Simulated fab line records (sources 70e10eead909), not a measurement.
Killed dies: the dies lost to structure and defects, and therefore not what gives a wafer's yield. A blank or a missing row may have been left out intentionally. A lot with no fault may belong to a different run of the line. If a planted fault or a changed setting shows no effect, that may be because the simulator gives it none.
fab line records ; flow nand-harc
[record] lots = 6; wafers = 18; last-day = 25
route steps=1159 shown P_M1@313 P_M2@318 END@1159
lots with no fault: from the same line, run without faults
start-h: the number of hours between the record's first day and the start of the first shown wafer of the lot ; wait-h: hours elapsed since this lot's preceding step ; " identical to the entry in the row above ; L1.1+2: a row that stands for several wafers ; - no value, or no start was given ; * or withheld: withheld ; < > ~ a bound
route shown NAME@n: a module of which the file shows steps, and the number in the route of the first ; usual: mean/standard deviation of fault-free wafers ; same: alike in all rows ; chamber/n: place in a boat ; sites: each site's reading ; _std_site: the standard deviation of these ; _edge_site: outer sites' mean less inner sites' ; radius-mm: how far each site lies from the wafer's centre ; mask NAME#n: copy n ; behind: the most recent tool/chamber to have shaped the wafer ; hold: the reason the lot was held/the length of the hold in hours/how it ended ; device: the n, p or np transistor that did not switch ; end of line: tests run on the same wafers once the route is complete ; a step without rows: its recipe alone ; killed: dies that structure and defects cost at the first sort, which is not the same as the wafer's yield ; map: shows each die of a wafer: x if killed, . if not, _ if none is there
set.NAME: the setting as run; set.NAME@STEP: as run at that earlier step ; model.NAME: the simulator's own value behind a step, which no gauge read
certain route steps with their lots: each step a table, each wafer a row
services: the hour from which a tool's chamber was out of use, counted from the record's first day as start-h (under 0 if before that day), plus the number of hours and why
[[steps]]
[step NHARC_P_M1_SRD_25]
[step NHARC_P_M1_INSPECT_27]
[usual] raw-defect-count = 295/95
lot.wafer;tool;chamber;start-h;wait-h;raw-defect-count
L130.3;defect-inspect-01;-;171.50;0.0;279
L130.5;defect-inspect-01;-;171.50;0.0;261
L130.6;defect-inspect-01;-;171.50;0.0;179
L131.2;defect-inspect-02;-;175.21;0.0;187
L131.4;defect-inspect-02;-;175.21;0.0;299
L131.5;defect-inspect-02;-;175.21;0.0;231
L135.3;defect-inspect-02;-;196.25;0.0;481
L135.4;defect-inspect-02;-;196.25;0.0;307
L135.5;defect-inspect-02;-;196.25;0.0;496
L133.1;defect-inspect-01;-;197.36;0.0;166
L133.2;defect-inspect-01;-;197.36;0.0;230
L133.6;defect-inspect-01;-;197.36;0.0;363
L142.1;defect-inspect-02;-;242.44;0.0;212
L142.2;defect-inspect-02;-;242.44;0.0;257
L142.5;defect-inspect-02;-;242.44;0.0;206
L145.2;defect-inspect-02;-;266.32;0.0;459
L145.4;defect-inspect-02;-;266.32;0.0;221
L145.5;defect-inspect-02;-;266.32;0.0;376
[step NHARC_P_M1_PRE_CLEAN_32]
[recipe] time-s = 12; temp-c = 370; rf-power-w = 300; gas = NH3
[usual] heater-power-w = 622/110
lot.wafer;tool;chamber;start-h;wait-h;heater-power-w
L130.3;pecvd-04;0;171.60;0.1;499
L130.5;pecvd-04;0;171.60;0.1;502
L130.6;pecvd-04;2;171.60;0.1;571
L131.2;pecvd-03;1;175.29;0.1;585
L131.4;pecvd-03;1;175.29;0.1;566
L131.5;pecvd-03;2;175.29;0.1;615
L135.3;pecvd-03;2;196.32;0.1;605
L135.4;pecvd-03;0;196.32;0.1;812
L135.5;pecvd-03;1;196.32;0.1;587
L133.1;pecvd-03;0;197.46;0.1;694
L133.2;pecvd-03;2;197.46;0.1;615
L133.6;pecvd-03;2;197.46;0.1;622
L142.1;pecvd-02;1;242.51;0.1;635
L142.2;pecvd-02;2;242.51;0.1;526
L142.5;pecvd-02;0;242.51;0.1;677
L145.2;pecvd-03;0;266.41;0.1;794
L145.4;pecvd-03;1;266.41;0.1;532
L145.5;pecvd-03;2;266.41;0.1;636
[step NHARC_P_M1_DEP_33]
[recipe] target-thk-a = 300; temp-c = 370; target-thk-nm = 30; pressure-torr = 3; flow-sccm = 200; rf-w = 450; material = SiCN
[usual] heater-power-w = 569/100
lot.wafer;tool;chamber;start-h;wait-h;heater-power-w
L130.3;pecvd-04;0;171.81;0.2;449
L130.5;pecvd-04;0;171.81;0.2;434
L130.6;pecvd-04;2;171.81;0.2;479
L131.2;pecvd-03;1;175.40;0.1;489
L131.4;pecvd-03;1;175.40;0.1;479
L131.5;pecvd-03;2;175.40;0.1;599
L135.3;pecvd-03;2;196.40;0.1;542
L135.4;pecvd-03;0;196.40;0.1;692
L135.5;pecvd-03;1;196.40;0.1;433
L133.1;pecvd-03;0;197.54;0.1;770
L133.2;pecvd-03;2;197.54;0.1;582
L133.6;pecvd-03;2;197.54;0.1;590
L142.1;pecvd-02;1;242.59;0.1;622
L142.2;pecvd-02;2;242.59;0.1;502
L142.5;pecvd-02;0;242.59;0.1;655
L145.2;pecvd-03;0;266.55;0.1;749
L145.4;pecvd-03;1;266.55;0.1;506
L145.5;pecvd-03;2;266.55;0.1;585
[step NHARC_P_M2_DEP_00]
[recipe] target-thk-a = 1825; target-thk-nm = 182.5; temp-c = withheld; pressure-torr = 5; flow-sccm = 200; rf-w = 600; material = SiOC
[step NHARC_P_M2_DEHYDRATE_01]
[recipe] temp-c = 150; time-s = 120
[step NHARC_P_M2_HMDS_02]
[recipe] time-s = 30
[step NHARC_P_M2_COAT_34]
[recipe] temp-c = 200; time-s = 65
[step NHARC_P_M2_COAT_03]
[recipe] spin-rpm = 1500; resist-thk-nm = 90
[step NHARC_P_M2_SOFTBAKE_04]
[recipe] temp-c = 105; time-s = 55
[step NHARC_P_M2_EBR_05]
[step NHARC_P_M2_EXPOSE_06]
[recipe] na = 1.35; target-cd-nm = 170; dose-mj = 80.78; mask-id = P_M2
[usual] exposure-dose-mJ-cm2 = 80.77/0.08
[same] na = 1.35
lot.wafer;tool;chamber;start-h;wait-h;mask;exposure-dose-mJ-cm2
L130.3;arfi-scanner-03;0;173.03;-;P_M2#0;80.80
L130.5;arfi-scanner-03;0;173.03;-;P_M2#0;80.84
L130.6;arfi-scanner-03;0;173.03;-;P_M2#0;80.79
L131.2;arfi-scanner-01;0;176.59;-;P_M2#0;80.76
L131.4;arfi-scanner-01;0;176.59;-;P_M2#0;80.75
L131.5;arfi-scanner-01;0;176.59;-;P_M2#0;80.89
L135.3;arfi-scanner-02;0;197.52;-;P_M2#0;80.75
L135.4;arfi-scanner-02;0;197.52;-;P_M2#0;80.83
L135.5;arfi-scanner-02;0;197.52;-;P_M2#0;80.70
L133.1;arfi-scanner-02;0;199.42;-;P_M2#0;80.89
L133.2;arfi-scanner-02;0;199.42;-;P_M2#0;80.86
L133.6;arfi-scanner-02;0;199.42;-;P_M2#0;80.87
L142.1;arfi-scanner-03;0;243.69;-;P_M2#0;105.78
L142.2;arfi-scanner-03;0;243.69;-;P_M2#0;105.71
L142.5;arfi-scanner-03;0;243.69;-;P_M2#0;105.91
L145.2;arfi-scanner-03;0;267.56;-;P_M2#0;100.72
L145.4;arfi-scanner-03;0;267.56;-;P_M2#0;100.75
L145.5;arfi-scanner-03;0;267.56;-;P_M2#0;100.76
[step NHARC_P_M2_PEB_07]
[recipe] peb-temp-c = 100; peb-time-s = 65
[step NHARC_P_M2_DEVELOP_08]
[recipe] develop-time-s = 35; dev-temp-c = 23
[step NHARC_P_M2_CD_MEAS_09]
[recipe] target-cd-nm = 170; landing-energy-ev = 500
[usual] cd-nm = 170.0/0.56
lot.wafer;tool;chamber;start-h;wait-h;cd-nm
L130.3;cd-sem-02;0;173.17;-;169.5
L130.5;cd-sem-02;0;173.17;-;169.5
L130.6;cd-sem-02;0;173.17;-;169.1
L131.2;cd-sem-03;0;176.73;-;170.2
L131.4;cd-sem-03;0;176.73;-;170.0
L131.5;cd-sem-03;0;176.73;-;170.7
L135.3;cd-sem-02;0;197.65;-;170.6
L135.4;cd-sem-02;0;197.65;-;171.2
L135.5;cd-sem-02;0;197.65;-;170.5
L133.1;cd-sem-02;0;199.56;-;170.2
L133.2;cd-sem-02;0;199.56;-;170.1
L133.6;cd-sem-02;0;199.56;-;169.0
L142.1;cd-sem-03;0;243.83;-;186.0
L142.2;cd-sem-03;0;243.83;-;186.5
L142.5;cd-sem-03;0;243.83;-;185.5
L145.2;cd-sem-03;0;267.70;-;183.3
L145.4;cd-sem-03;0;267.70;-;183.6
L145.5;cd-sem-03;0;267.70;-;183.0
[step NHARC_P_M2_OVL_MEAS_10]
[recipe] pitch-nm = 340
[usual] overlay-x-nm = 0.5/1; overlay-y-nm = -0.2/0.78
lot.wafer;tool;chamber;start-h;wait-h;overlay-x-nm;overlay-y-nm
L130.3;overlay-01;-;173.25;-;0.7;-0.7
L130.5;overlay-01;-;173.25;-;0.8;-0.6
L130.6;overlay-01;-;173.25;-;0.4;-0.3
L131.2;overlay-01;-;176.82;-;1.0;-0.6
L131.4;overlay-01;-;176.82;-;0.5;0.1
L131.5;overlay-01;-;176.82;-;1.3;-0.5
L135.3;overlay-01;-;197.74;-;0.4;-2.0
L135.4;overlay-01;-;197.74;-;0.0;-2.0
L135.5;overlay-01;-;197.74;-;-0.3;-2.6
L133.1;overlay-01;-;199.65;-;0.1;-0.9
L133.2;overlay-01;-;199.65;-;0.4;-0.5
L133.6;overlay-01;-;199.65;-;0.8;0.0
L142.1;overlay-01;-;243.92;-;2.2;-1.1
L142.2;overlay-01;-;243.92;-;2.6;-1.2
L142.5;overlay-01;-;243.92;-;2.6;-0.5
L145.2;overlay-02;-;267.79;-;-0.9;-1.3
L145.4;overlay-02;-;267.79;-;-0.9;-0.6
L145.5;overlay-02;-;267.79;-;-0.9;-1.0
[step NHARC_P_M2_INSPECT_11]
[usual] raw-defect-count = 4.2/2.5
lot.wafer;tool;chamber;start-h;wait-h;raw-defect-count
L130.3;defect-inspect-02;-;173.29;0.0;3
L130.5;defect-inspect-02;-;173.29;0.0;2
L130.6;defect-inspect-02;-;173.29;0.0;3
L131.2;defect-inspect-01;-;176.85;0.0;5
L131.4;defect-inspect-01;-;176.85;0.0;3
L131.5;defect-inspect-01;-;176.85;0.0;5
L135.3;defect-inspect-02;-;197.77;0.0;6
L135.4;defect-inspect-02;-;197.77;0.0;5
L135.5;defect-inspect-02;-;197.77;0.0;10
L133.1;defect-inspect-02;-;199.69;0.0;3
L133.2;defect-inspect-02;-;199.69;0.0;1
L133.6;defect-inspect-02;-;199.69;0.0;4
L142.1;defect-inspect-01;-;243.96;0.0;4
L142.2;defect-inspect-01;-;243.96;0.0;4
L142.5;defect-inspect-01;-;243.96;0.0;10
L145.2;defect-inspect-02;-;267.82;0.0;3
L145.4;defect-inspect-02;-;267.82;0.0;5
L145.5;defect-inspect-02;-;267.82;0.0;2
[step NHARC_P_M2_DESCUM_14]
[recipe] time-s = 3; o2-flow-sccm = 200; ar-flow-sccm = 0; bias-power-w = 0; chemistry = O2
[usual] drypump-motor-current-A = 5.6/0.62; oes-product-au = 0.999/0.0089; rf-vpp-V = 57.9/0.88; showerhead-plenum-p-Torr = 1.95/0.078; throttle-valve-pct = 11.310/0.009
lot.wafer;tool;chamber;start-h;wait-h;drypump-motor-current-A;oes-product-au;rf-hours-counter-h;rf-vpp-V;showerhead-plenum-p-Torr;throttle-valve-pct;model.P_M2.cd-nm
L130.3;rie-diel-03;3;173.35;0.1;5.3;1.019;5;58.6;2.02;11.312;169.8
L130.5;rie-diel-03;3;173.35;0.1;5.2;1.020;-;59.0;2.02;11.306;170.1
L130.6;rie-diel-03;0;173.35;0.1;6.5;1.015;-;58.8;2.02;11.298;168.4
L131.4;rie-diel-03;3;176.92;0.1;5.2;1.018;5;58.7;2.02;11.320;170.3
L131.2;rie-diel-03;1;176.92;0.1;4.8;0.993;5;57.8;1.98;11.307;170
L131.5;rie-diel-03;3;176.92;0.1;5.2;1.012;-;57.9;2.02;11.304;170.6
L135.3;rie-diel-03;2;197.83;0.1;5.0;0.993;6;56.8;1.86;11.311;170.4
L135.4;rie-diel-03;1;197.83;0.1;4.9;1.005;5;57.5;1.98;11.302;171
L135.5;rie-diel-03;2;197.83;0.1;5.0;1.003;-;56.3;1.86;11.296;170.1
L133.1;rie-diel-04;1;199.75;0.1;5.5;0.999;15;57.3;2.05;11.299;170
L133.2;rie-diel-04;3;199.75;0.1;5.1;0.995;14;57.1;1.83;11.313;169.9
L133.6;rie-diel-04;1;199.75;0.1;5.5;1.011;-;59.1;2.05;11.311;169.4
L142.1;rie-diel-03;0;244.03;0.1;6.5;1.010;1;58.0;2.02;11.323;185.4
L142.2;rie-diel-03;1;244.03;0.1;4.8;1.011;1;58.0;1.98;11.319;186.6
L142.5;rie-diel-03;0;244.03;0.1;6.5;1.001;-;58.8;2.02;11.326;184.7
L145.2;rie-diel-06;0;267.88;0.1;5.9;0.989;5;58.1;1.96;11.314;183.3
L145.4;rie-diel-06;2;267.88;0.1;6.4;1.002;6;58.3;1.96;11.325;184.4
L145.5;rie-diel-06;1;267.88;0.1;6.6;0.995;-;58.1;2.01;11.321;182.9
[step NHARC_P_M2_ETCH_35]
[recipe] target-depth-a = 400; overetch-a = 120; time-s = 43.94; ion-energy-ev = 200; n2-flow-sccm = 150; h2-flow-sccm = 150; ar-flow-sccm = 0; rf-w = 400; bias-w = 150; chemistry = N2/H2
[usual] drypump-motor-current-A = 5.6/0.64; oes-product-au = 1.000/0.009; rf-vpp-V = 431.9/2.4; showerhead-plenum-p-Torr = 2.09/0.081; throttle-valve-pct = 14.171/0.0092
lot.wafer;tool;chamber;start-h;wait-h;drypump-motor-current-A;oes-product-au;rf-hours-counter-h;rf-vpp-V;showerhead-plenum-p-Torr;throttle-valve-pct
L130.3;rie-diel-03;1;173.44;0.1;4.8;0.997;5;433.6;2.12;14.173
L130.6;rie-diel-03;0;173.44;0.1;6.6;0.989;-;434.8;2.16;14.172
L130.5;rie-diel-03;1;173.44;0.1;4.8;1.007;-;433.6;2.12;14.161
L131.2;rie-diel-03;0;177.00;0.1;6.5;0.984;5;432.9;2.16;14.171
L131.4;rie-diel-03;3;177.00;0.1;5.2;1.002;5;433.2;2.16;14.176
L131.5;rie-diel-03;1;177.00;0.1;4.8;0.991;-;433.2;2.12;14.168
L135.3;rie-diel-03;2;197.95;0.1;5.1;1.002;6;428.7;1.98;14.158
L135.4;rie-diel-03;3;197.95;0.1;5.3;1.015;5;433.6;2.15;14.183
L135.5;rie-diel-03;1;197.95;0.1;4.8;1.007;-;433.3;2.12;14.165
L133.2;rie-diel-04;0;199.83;0.1;5.8;0.989;15;430.7;2.09;14.162
L133.1;rie-diel-04;1;199.83;0.1;5.5;0.994;15;433.3;2.19;14.166
L133.6;rie-diel-04;0;199.83;0.1;5.8;0.985;-;433.5;2.09;14.163
L142.2;rie-diel-03;0;244.17;0.1;6.5;1.002;1;435.2;2.16;14.159
L142.1;rie-diel-03;2;244.17;0.1;5.1;0.986;1;430.4;1.98;14.174
L142.5;rie-diel-03;1;244.17;0.1;4.8;1.006;-;432.9;2.12;14.176
L145.2;rie-diel-06;3;267.97;0.1;6.3;1.006;6;426.8;1.89;14.162
L145.4;rie-diel-06;0;267.97;0.1;5.9;0.988;5;430.5;2.09;14.163
L145.5;rie-diel-06;2;267.97;0.1;6.4;1.004;-;433.5;2.09;14.165
[step NHARC_P_M2_ETCH_15]
[recipe] target-depth-a = 1825; time-s = 91.2; c4f8-flow-sccm = withheld; ar-flow-sccm = 400; rf-w = 600; bias-w = 300; chemistry = C4F8/Ar
[usual] oes-product-au = 0.943/0.02; rf-vpp-V = 441.9/2.6
lot.wafer;tool;chamber;start-h;wait-h;oes-product-au;rf-hours-counter-h;rf-vpp-V
L130.3;rie-diel-03;1;-;-;0.948;5;442.1
L130.6;rie-diel-03;1;-;-;0.944;-;443.4
L130.5;rie-diel-03;2;-;-;0.934;-;440.2
L131.4;rie-diel-03;2;-;-;0.954;5;437.8
L131.2;rie-diel-03;3;-;-;0.963;5;445.7
L131.5;rie-diel-03;1;-;-;0.971;-;442.2
L135.3;rie-diel-03;3;-;-;0.949;5;443.3
L135.4;rie-diel-03;1;-;-;0.951;6;445.1
L135.5;rie-diel-03;3;-;-;0.944;-;443.5
L133.1;rie-diel-04;1;-;-;0.932;15;442.6
L133.2;rie-diel-04;3;-;-;0.916;14;438.0
L133.6;rie-diel-04;2;-;-;0.926;-;440.8
L142.2;rie-diel-03;3;-;-;0.966;1;444.4
L142.1;rie-diel-03;1;-;-;0.959;1;441.7
L142.5;rie-diel-03;0;-;-;0.954;-;444.1
L145.4;rie-diel-06;1;-;-;0.955;6;443.8
L145.2;rie-diel-06;3;-;-;0.989;6;435.9
L145.5;rie-diel-06;1;-;-;0.955;-;444.7
[step NHARC_P_M2_CD_MEAS_16]
[usual] cd-nm = 170.0/0.79
lot.wafer;tool;chamber;start-h;wait-h;cd-nm
L130.3;cd-sem-03;-;173.67;-;170.1
L130.5;cd-sem-03;-;173.67;-;170.8
L130.6;cd-sem-03;-;173.67;-;168.8
L131.2;cd-sem-02;-;177.22;-;169.6
L131.4;cd-sem-02;-;177.22;-;170.0
L131.5;cd-sem-02;-;177.22;-;170.6
L135.3;cd-sem-02;-;198.16;-;170.7
L135.4;cd-sem-02;-;198.16;-;170.7
L135.5;cd-sem-02;-;198.16;-;170.2
L133.1;cd-sem-01;-;200.05;-;169.9
L133.2;cd-sem-01;-;200.05;-;170.2
L133.6;cd-sem-01;-;200.05;-;169.2
L142.1;cd-sem-03;-;244.39;-;184.9
L142.2;cd-sem-03;-;244.39;-;186.4
L142.5;cd-sem-03;-;244.39;-;184.7
L145.2;cd-sem-02;-;268.19;-;182.7
L145.4;cd-sem-02;-;268.19;-;184.7
L145.5;cd-sem-02;-;268.19;-;182.3
[step NHARC_P_M2_STRIP_18]
[recipe] power-w = 1000; n2-flow-sccm = 150; h2-flow-sccm = 150; ar-flow-sccm = 0; bias-w = 0; chemistry = N2/H2
[usual] drypump-motor-current-A = 5.6/0.62; oes-product-au = 1.000/0.0087; rf-vpp-V = 90.9/0.92; showerhead-plenum-p-Torr = 2.09/0.078; throttle-valve-pct = 14.171/0.008
lot.wafer;tool;chamber;start-h;wait-h;drypump-motor-current-A;oes-product-au;rf-hours-counter-h;rf-vpp-V;showerhead-plenum-p-Torr;throttle-valve-pct
L130.3;rie-diel-06;1;173.74;0.1;6.6;0.992;31;91.5;2.15;14.178
L130.5;rie-diel-06;1;173.74;0.1;6.6;0.990;-;90.7;2.15;14.179
L130.6;rie-diel-06;2;173.74;0.1;6.4;1.005;-;92.3;2.10;14.172
L131.2;rie-diel-03;2;177.30;0.1;5.0;0.993;5;90.9;1.98;14.184
L131.4;rie-diel-03;3;177.30;0.1;5.3;1.011;5;91.8;2.15;14.166
L131.5;rie-diel-03;2;177.30;0.1;5.0;0.986;-;89.6;1.98;14.169
L135.3;rie-diel-04;2;198.23;0.1;5.8;1.005;13;90.7;2.02;14.172
L135.4;rie-diel-04;3;198.23;0.1;5.1;1.005;14;89.9;1.94;14.163
L135.5;rie-diel-04;3;198.23;0.1;5.1;0.996;-;90.0;1.94;14.174
L133.1;rie-diel-04;3;200.13;0.1;5.1;0.989;14;90.9;1.94;14.181
L133.2;rie-diel-04;1;200.13;0.1;5.5;1.008;15;92.5;2.19;14.165
L133.6;rie-diel-04;3;200.13;0.1;5.1;0.994;-;88.8;1.94;14.168
L142.1;rie-diel-03;3;244.52;0.1;5.3;1.010;1;91.9;2.15;14.183
L142.2;rie-diel-03;0;244.52;0.1;6.5;0.995;1;91.2;2.16;14.176
L142.5;rie-diel-03;2;244.52;0.1;5.0;0.981;-;90.7;1.98;14.166
L145.2;rie-diel-04;2;268.30;0.1;5.8;0.998;26;89.6;2.02;14.171
L145.5;rie-diel-04;1;268.30;0.1;5.4;1.001;-;91.8;2.18;14.179
L145.4;rie-diel-04;0;268.30;0.1;5.9;1.000;-;90.9;2.09;14.172
[step NHARC_P_M2_ETCH_28]
[recipe] target-depth-a = 300; over-etch-frac = 0.3; time-s = 72.99; ion-energy-ev = 150; cf4-flow-sccm = 50; n2-flow-sccm = 100; ar-flow-sccm = 150; rf-w = 300; bias-w = 100; chemistry = CF4/N2
[usual] drypump-motor-current-A = 5.6/0.62; oes-product-au = 1.000/0.0081; rf-vpp-V = 315.3/1.8; showerhead-plenum-p-Torr = 2.69/0.095; throttle-valve-pct = 19.794/0.0094
[same] over-etch-frac = 0.3
lot.wafer;tool;chamber;start-h;wait-h;drypump-motor-current-A;oes-product-au;rf-hours-counter-h;rf-vpp-V;showerhead-plenum-p-Torr;throttle-valve-pct;model.P_M2.cd-nm
L130.3;rie-diel-06;3;-;-;6.3;1.005;40;312.2;2.46;19.796;170
L130.6;rie-diel-06;3;-;-;6.3;0.996;-;311.6;2.46;19.794;169.2
L130.5;rie-diel-06;0;-;-;5.9;1.003;-;315.5;2.70;19.798;170.2
L131.2;rie-diel-03;1;-;-;4.8;0.983;5;314.7;2.72;19.775;169.6
L131.4;rie-diel-03;3;-;-;5.2;1.002;5;318.0;2.76;19.806;170.1
L131.5;rie-diel-03;0;-;-;6.5;0.996;-;316.3;2.77;19.790;171.2
L135.3;rie-diel-04;3;-;-;5.1;0.998;14;311.4;2.51;19.780;169.9
L135.4;rie-diel-04;0;-;-;5.8;0.998;15;316.5;2.69;19.798;170.3
L135.5;rie-diel-04;3;-;-;5.1;0.989;-;311.2;2.51;19.789;169.7
L133.2;rie-diel-04;0;-;-;5.8;1.000;15;316.3;2.69;19.805;170.7
L133.1;rie-diel-04;2;-;-;5.8;0.994;13;314.0;2.60;19.808;169.2
L133.6;rie-diel-04;1;-;-;5.4;1.007;-;316.2;2.80;19.797;167.7
L142.2;rie-diel-03;2;-;-;5.1;0.998;1;313.8;2.55;19.801;186
L142.1;rie-diel-03;3;-;-;5.2;1.003;1;316.2;2.76;19.789;184.9
L142.5;rie-diel-03;0;-;-;6.5;0.991;-;317.3;2.77;19.784;184.4
L145.2;rie-diel-04;0;-;-;5.9;0.994;27;314.8;2.68;19.807;183
L145.4;rie-diel-04;1;-;-;5.5;0.993;-;317.4;2.80;19.794;184.7
L145.5;rie-diel-04;2;-;-;5.8;0.988;-;313.8;2.60;19.790;183.8
[step NHARC_P_M2_STRIP_19]
[recipe] time-s = 600; temp-c = 30; chemistry = post-etch-residue-remover
[step NHARC_END_SORT_01]
[recipe] temp-c = 25
[usual] defect-limited-yield = 95.6/1.6; killed-at-array = 26/11; killed-at-other = 0.4/0.78; killed-at-periphery = 3.4/2.4; killed-dies = 29/11; killed-open = 3.1/1.9; killed-short = 1.9/1.4; sort_bin_2_pct = 1.3/0.63; sort_bin_3_pct = 0.20/0.18; sort_bin_4_pct = 2.8/1.1; sort-n-pass = 648/11; sort-rim-yield-pct = 95/3.4; sort-yield-pct = 95.6/1.6
[same] gross-dies = 677; sort_bin_5_pct[%] = 0; sort_bin_6_pct[%] = 0; sort_bin_7_pct[%] = 0; sort_bin_8_pct[%] = 0; sort-rim-n-gross = 106.00
lot.wafer;tool;chamber;start-h;wait-h;defect-limited-yield[%];killed-at-array;killed-at-other;killed-at-periphery;killed-dies;killed-open;killed-short;sort_bin_2_pct[%];sort_bin_3_pct[%];sort_bin_4_pct[%];sort-n-pass;sort-rim-yield-pct[%];sort-yield-pct[%]
L130.3;prober-02;0;554.00;3.1;93.9;38;0;3;41;6;2;2.2;0.74;3.1;636;89;93.9
L130.5;prober-02;0;555.57;3.7;93.9;39;0;2;41;4;2;1.6;0.59;3.8;636;99;93.9
L130.6;prober-02;0;556.36;3.9;93.5;41;1;2;44;4;4;1.8;0;4.7;633;82;93.5
L142.1;prober-01;0;583.39;2.5;93.6;37;0;6;43;4;3;1.8;0.30;4.3;634;96;93.6
// killed by level:class
L130.3 A_CHANNEL_HOLE_D1:chamber-film-flake=18 A_SLIT:chamber-film-flake=6 A_STAIRCASE:chamber-film-flake=4 A_CONTACT:geometric-particle:open=2 A_WL_FILL:chamber-film-flake=2 A_CONTACT:chamber-film-flake=2 P_GATE:geometric-particle:short=1 P_M0:geometric-particle:open=1
L130.5 A_CHANNEL_HOLE_D1:chamber-film-flake=19 A_SLIT:chamber-film-flake=12 A_CONTACT:chamber-film-flake=2 P_GATE:geometric-particle:open=1 P_M1:geometric-particle:open=1 A_WL_FILL:geometric-particle:short=1 A_BLC:geometric-particle:open=1 A_M0:geometric-particle:open=1
L130.6 A_CHANNEL_HOLE_D1:chamber-film-flake=18 A_SLIT:chamber-film-flake=8 A_STAIRCASE:chamber-film-flake=4 A_CHANNEL_FILL_D1:geometric-particle:open=2 A_WL_FILL:geometric-particle:short=2 A_CONTACT:chamber-film-flake=2 A_CHANNEL_FILL_D1:geometric-particle:short=1 A_SGD_CUT:geometric-particle:short=1
L142.1 A_SLIT:chamber-film-flake=21 A_CONTACT:chamber-film-flake=6 A_CHANNEL_HOLE_D1:chamber-film-flake=3 A_CONTACT:geometric-particle:open=2 P_STI:chamber-film-flake=2 P_M1:chamber-film-flake=2 P_GATE:geometric-particle:open=1 P_M0:geometric-particle:short=1
[[services]]
tool;chamber;start-h;hours;kind
pecvd-02;0;151.00;23.6;repair
pecvd-02;-;153.28;13.0;pm
rie-diel-03;0;169.80;-;clean
rie-diel-03;1;169.80;-;clean
rie-diel-03;2;169.80;-;clean
rie-diel-03;3;169.80;-;clean
pecvd-04;2;182.93;9.7;repair
rie-diel-06;3;190.61;4.7;repair
rie-diel-03;0;194.30;-;clean
rie-diel-03;1;194.30;-;clean
rie-diel-03;2;194.30;-;clean
rie-diel-03;3;194.30;-;clean
pecvd-04;-;195.00;13.0;pm
arfi-scanner-01;-;196.00;4.0;pm
rie-diel-06;1;199.82;13.2;repair
rie-diel-04;-;212.19;0.4;repair
rie-diel-03;-;215.30;9.0;pm
rie-diel-06;-;241.27;9.0;pm
rie-diel-03;-;245.91;50.1;repair
rie-diel-04;1;251.13;11.7;repair
arfi-scanner-02;-;256.00;4.0;pm
arfi-scanner-03;-;258.01;1.0;repair
pecvd-02;-;266.83;0.2;repair
rie-diel-04;3;267.47;9.2;repair
[[key]]
[first-sign] step = NHARC_P_M2_EXPOSE_06; reading = exposure-dose-mJ-cm2; direction = up; sigmas = 99+; usual = 80.77; struck = 103.27
[effect] step = NHARC_P_M2_CD_MEAS_09; reading = cd-nm; direction = up; sigmas = 26; usual = 170.0; struck = 184.6; through = control-loop
[effect] step = NHARC_P_M2_CD_MEAS_16; reading = cd-nm; direction = up; sigmas = 18; usual = 170.0; struck = 184.3; through = control-loop
[model-effect] step = NHARC_P_M2_DESCUM_14; value = P_M2.cd-nm; without = 170.2; struck = 184.5
[model-effect] step = NHARC_P_M2_ETCH_28; value = P_M2.cd-nm; without = 170.1; struck = 184.4
met-at NHARC_P_M2_EXPOSE_06
struck-wafers L142.1,L142.2,L142.5,L145.2,L145.4,L145.5
[loop-trim] step = NHARC_P_M2_EXPOSE_06; setting = dose; lots = L145
onset-between 173.03 243.69
[fault] kind = process-parameter-drift; tool = arfi-scanner-03; chamber = -; onset-h = 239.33; steps = NHARC_P_M2_EXPOSE_06; channel = dose-mj; offset = 24.978; shape = step; acts-in = these-recipes-only; stated = 80.78
// loop-trim: a control loop set the setting to another value than it would have without faults
